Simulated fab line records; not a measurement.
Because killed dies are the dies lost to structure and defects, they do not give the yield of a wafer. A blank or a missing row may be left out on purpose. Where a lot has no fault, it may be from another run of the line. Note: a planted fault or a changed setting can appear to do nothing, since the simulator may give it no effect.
Lot-split experiment    flow n5-finfet    7 lots, 21 wafers read, on a route of 1938 steps

== THE SPLIT ==
At N5_HKMG_FIN_COAT_06 (resist thk 90 nm), the setting spin-rpm was moved away from the recipe's 1500 rpm on 3 of the 21 wafers read, by -7.3% to -3.5%. This setting was run at the recipe's value on the other wafers.

== FROM THE SPLIT TO THE READING: what the file shows between them, 6 steps ==
- N5_HKMG_FIN_EBR_08
- N5_HKMG_FIN_SOFTBAKE_07: time 60 s
- N5_HKMG_FIN_EXPOSE_09: exposes mask NWFM
- N5_HKMG_FIN_PEB_10: peb time 60 s
- N5_HKMG_FIN_DEVELOP_11: develop time 30 s
- N5_HKMG_FIN_DESCUM_17: chemistry O2, time 7.9 s

== THE READING ==
CAR-ArF_of_HKMG_FIN_COAT_06.thk-nm (the simulator's own value, which no gauge read), in nm, at N5_HKMG_FIN_ETCH_31 (etches SiARC in CF4, target depth 45.5 nm, time 75.8 s). The file gives no usual value for it. Average 50.9 nm, standard deviation 0.22 nm, over the 18 wafers here run with the recipe.

wafer   tool, chamber at the split  spin-rpm as run, rpm  against the recipe  CAR-ArF_of_HKMG_FIN_COAT_06.thk-nm, nm  against lot-mates on the recipe
L074.2  litho-track-02, 0           1390                  -7.3%               54                                      +3.0
L074.3  litho-track-02, 0           1390                  -7.3%               54.6                                    +3.6
L074.6  litho-track-02, 0           1500                  recipe              51                                      -
L076.1  litho-track-04, 0           1500                  recipe              50.8                                    -
L076.3  litho-track-04, 0           1500                  recipe              51.2                                    -
L076.5  litho-track-04, 0           1500                  recipe              51.2                                    -
L077.1  litho-track-02, 0           1500                  recipe              51.2                                    -
L077.3  litho-track-02, 0           1500                  recipe              51.2                                    -
L077.5  litho-track-02, 0           1500                  recipe              51                                      -
L087.3  litho-track-02, 0           1500                  recipe              50.6                                    -
L087.4  litho-track-02, 0           1500                  recipe              51                                      -
L087.6  litho-track-02, 0           1500                  recipe              50.8                                    -
L089.2  litho-track-02, 0           1448                  -3.5%               52.2                                    +1.5
L089.4  litho-track-02, 0           1500                  recipe              50.8                                    -
L089.6  litho-track-02, 0           1500                  recipe              50.6                                    -
L090.2  litho-track-04, 0           1500                  recipe              51.2                                    -
L090.5  litho-track-04, 0           1500                  recipe              51.2                                    -
L090.4  litho-track-04, 0           1500                  recipe              50.8                                    -
L091.1  litho-track-04, 0           1500                  recipe              50.6                                    -
L091.2  litho-track-04, 0           1500                  recipe              51                                      -
L091.3  litho-track-04, 0           1500                  recipe              50.8                                    -

FIT RESULTS
A straight line over all 21 wafers: CAR-ArF_of_HKMG_FIN_COAT_06.thk-nm changes by -0.449 nm for each +1% of spin-rpm; r = -0.97; the points scatter about the line by 0.25 nm.
The same after taking each lot's own level away (the mean of its wafers on the recipe; 21 wafers): -0.448 nm for each +1%; r = -0.99; scatter 0.18 nm.
According to that fit, moving spin-rpm by its largest amount changes the reading by 3.3 nm.
Across the lots, their own levels run from 50.70 to 51.13 nm, a range of 2.0 times the standard deviation given above.
The two slopes are in agreement: the lot-to-lot level therefore moves the slope only a little.
Check: with one of the wafers moved furthest among these (-7.3%) left out of the fit, the line predicts +3.52 nm for it against its lot-mates. Against them it came out at +3 nm.

== THE OTHER SPLITS THESE WAFERS WENT THROUGH ==
Before the reading, these wafers also passed through other splits. Each is held against what the fit with the lots' levels taken away leaves over:
other split on the same wafers  wafers away from the commonest value  r with CAR-ArF_of_HKMG_FIN_COAT_06.thk-nm (lot level and that fit taken away)
N5_SDB_HM_DEP_00 time-s         7                                     +0.23
N5_SDB_COAT_03 spin-rpm         11                                    +0.10
N5_HKMG_FIN_ETCH_54 source-w    13                                    +0.03
N5_HKMG_FIN_CVD_62 temp-c       7                                     -0.25

== THE WHOLE CHAIN: every reading that the file lists as answering this split, in the file's order ==
step                    what it does                                            reading                                                                              change (the file's fit)                r (the file's)
N5_HKMG_FIN_COAT_06     resist thk 90 nm                                        CAR-ArF_of_HKMG_FIN_COAT_06.thk-nm (the simulator's own value, which no gauge read)  -0.442 nm for each +1% of the setting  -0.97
N5_HKMG_FIN_DEVELOP_11  develop time 30 s                                       CAR-ArF_of_HKMG_FIN_COAT_06.thk-nm (the simulator's own value, which no gauge read)  -0.463 nm for each +1% of the setting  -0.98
N5_HKMG_FIN_ETCH_31     etches SiARC in CF4, target depth 45.5 nm, time 75.8 s  CAR-ArF_of_HKMG_FIN_COAT_06.thk-nm (the simulator's own value, which no gauge read)  -0.447 nm for each +1% of the setting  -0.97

== THE FILE'S OWN FIT ==
CAR-ArF_of_HKMG_FIN_COAT_06.thk-nm changes by -0.447 nm for each +1% of spin-rpm, r = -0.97.
